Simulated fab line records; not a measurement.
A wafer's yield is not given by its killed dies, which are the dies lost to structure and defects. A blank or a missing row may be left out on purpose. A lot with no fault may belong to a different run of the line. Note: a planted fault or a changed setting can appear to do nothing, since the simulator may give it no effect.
A struck lot beside a sound one || flow n5_finfet || 16 out of 1938 route steps
Sound: wafers L512.1, L512.2, L512.6. Wafers struck: L522.1, L522.2, L522.4. At the end, the cause is stated.
Each step with rows lists, per side, the tool, then ch with its chambers, then its first start. Under that, the readings that differ: sound wafers || struck wafers || difference of the means || sigmas: that difference in standard deviations of wafers without a fault.
alike: words and numbers the same on both sides, and readings whose means are apart by under 2 such deviations; not compared: readings that were withheld, readings missing a value for some wafer, numbers with overlapping values and no deviation given by the record, and bounds like >300 which may hide the same value.
A row with sigmas, a row that says differs or no value, or rows on one side alone: a step with any of these is where the two part. Numbers that have no deviation but don't overlap get no sigmas and don't part them. A reading that every wafer of one side lacks parts them only if that side has two wafers or more.

first, 1 step without rows for these wafers: N5_SD_EPI_P_STRIP_38 (strips in N2/H2).
N5_SD_EPI_P_ETCHBACK_46: etches SiNx in CH3F/O2, stops on SiO2, target depth 17.5 nm.
  sound on rie_diel-05 ch 1,3, day 5 00:38; struck on rie_diel-03 ch 0,2,3, day 7 10:41
  alike: drypump_motor_current_A, oes_product_au, rf_vpp_V, showerhead_plenum_p_Torr, throttle_valve_pct
  not compared: rf_hours_counter_h
N5_SD_EPI_P_ETCH_47: etches SiOCN in CH3F/O2, target depth 25 nm.
  sound on rie_diel-05 ch 1,3, day 5 00:44; struck on rie_diel-03 ch 0,2,3, day 7 10:47
  alike: drypump_motor_current_A, oes_product_au, rf_vpp_V, showerhead_plenum_p_Torr, throttle_valve_pct
  not compared: rf_hours_counter_h
N5_SD_EPI_P_ETCH_16: etches SiO2 in CHF3/O2, target depth 5 nm.
  sound on rie_diel-05 ch 1,3, day 5 00:50; struck on rie_diel-03 ch 0,2,3, day 7 10:53
  alike: drypump_motor_current_A, oes_product_au, rf_vpp_V, showerhead_plenum_p_Torr, throttle_valve_pct
  not compared: rf_hours_counter_h
then, 1 step without rows for these wafers: N5_SD_EPI_P_STRIP_50 (strips in CHF3/O2).
N5_SD_EPI_P_SD_RECESS_17: chemistry HBr/Cl2/O2, target depth 39.1 nm, bt time 3 s.
  sound on rie_si-01 ch 0,1,2, day 5 00:54; struck on rie_si-01 ch 0,1,2, day 7 10:58
  alike: drypump_motor_current_A, mfc_cl2_sccm, oes_product_au, throttle_valve_pct
  not compared: rf_hours_counter_h
then, 1 step without rows for these wafers: N5_SD_EPI_P_WET_ETCH_45 (etches SiO2 in dHF, time 10.7 s, target depth 2 nm, rinse time 30 s).
N5_SD_EPI_P_STRIP_40: strips in N2/H2.
  sound on plasma_asher-02 ch 0,1, day 5 01:03; struck on plasma_asher-01 ch 0,1, day 7 11:07
  alike: drypump_motor_current_A, heater_power_w, oes_product_au
  not compared: rf_hours_counter_h
then, 4 steps without rows for these wafers: N5_SD_EPI_P_PRECLEAN_52 (cleans in O3/DIW, time 60 s); N5_SD_EPI_P_SRD_20 (time 30 s); N5_SD_EPI_P_PRECLEAN_51 (cleans in NF3:NH3, afs cycles 1, time 20 s, sublimation time 60 s); N5_SD_EPI_P_VAPOR_ETCH_44 (etches SiGe30 in NF3/Ar, time 3.3 s).
N5_SD_EPI_P_EPI_21: deposits SiGe:B, time 355 s.
  sound on epi_rpcvd-02 ch 0, day 5 01:34; struck on epi_rpcvd-02, day 7 11:38
  no value came back on the struck wafers for chamber_pressure_Torr (Torr), epi_growth_time_s (s); on the sound wafers chamber_pressure_Torr (Torr) reads 20.07 20.04 20.01
then, 1 step without rows for these wafers: N5_SD_EPI_P_HM_STRIP_48 (strips SiNx in H3PO4, material SiNx, target depth 3 nm).
N5_BEOL_M4_RC_MEAS_101:
  the record has rows for the sound wafers here (prober-02 ch 0, day 10 08:08) and none for the struck ones
-- here the record skips 10 days between the struck wafers' starts before and after, leaving off in module BEOL_M4 and picking up in module PASSIVATION (first step shown: number 1936 of the route) --
N5_PASSIVATION_PROBE_49:
  sound on prober-01 at day 14 20:40; struck on prober-01 at day 17 14:10
{"reading": "defect_limited_yield (%)", "sound": "92.3 90.8 93.4", "struck": "0 0 0", "difference": -92, "sigmas": -66}
{"reading": "killed_at_front_end", "sound": "44 34 24", "struck": "1119 1134 1124", "difference": "+1092", "sigmas": "+91"}
{"reading": "killed_at_other", "sound": "6 8 10", "struck": "5 1 0", "difference": -6, "sigmas": -2}
{"reading": "killed_dies", "sound": "91 109 78", "struck": "1180 1180 1180", "difference": "+1087", "sigmas": "+64"}
{"reading": "killed_on_rim", "sound": "14 23 11", "struck": "152 152 152", "difference": "+136", "sigmas": "+35"}
{"reading": "sort_bin_5_function (%)", "sound": "4.9 5.3 3.7", "struck": "97.1 96.9 96.9", "difference": "+92.3", "sigmas": "+94"}
{"reading": "sort_n_pass", "sound": "1089 1071 1102", "struck": "0 0 0", "difference": -1087, "sigmas": -64}
{"reading": "sort_yield_pct (%)", "sound": "92.3 90.8 93.4", "struck": "0 0 0", "difference": -92, "sigmas": -66}
  alike: killed_at_M0_to_M3, killed_at_M4_up, killed_at_contacts, killed_open, killed_short, sort_bin_6_memory

WHERE THEY PART
Earliest at N5_SD_EPI_P_EPI_21; latest, in this record, at N5_PASSIVATION_PROBE_49.

WHY: the cause the simulator had injected
Beginning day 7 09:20, the whole step at N5_SD_EPI_P_EPI_21 was skipped on epi_rpcvd-02. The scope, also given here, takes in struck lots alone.
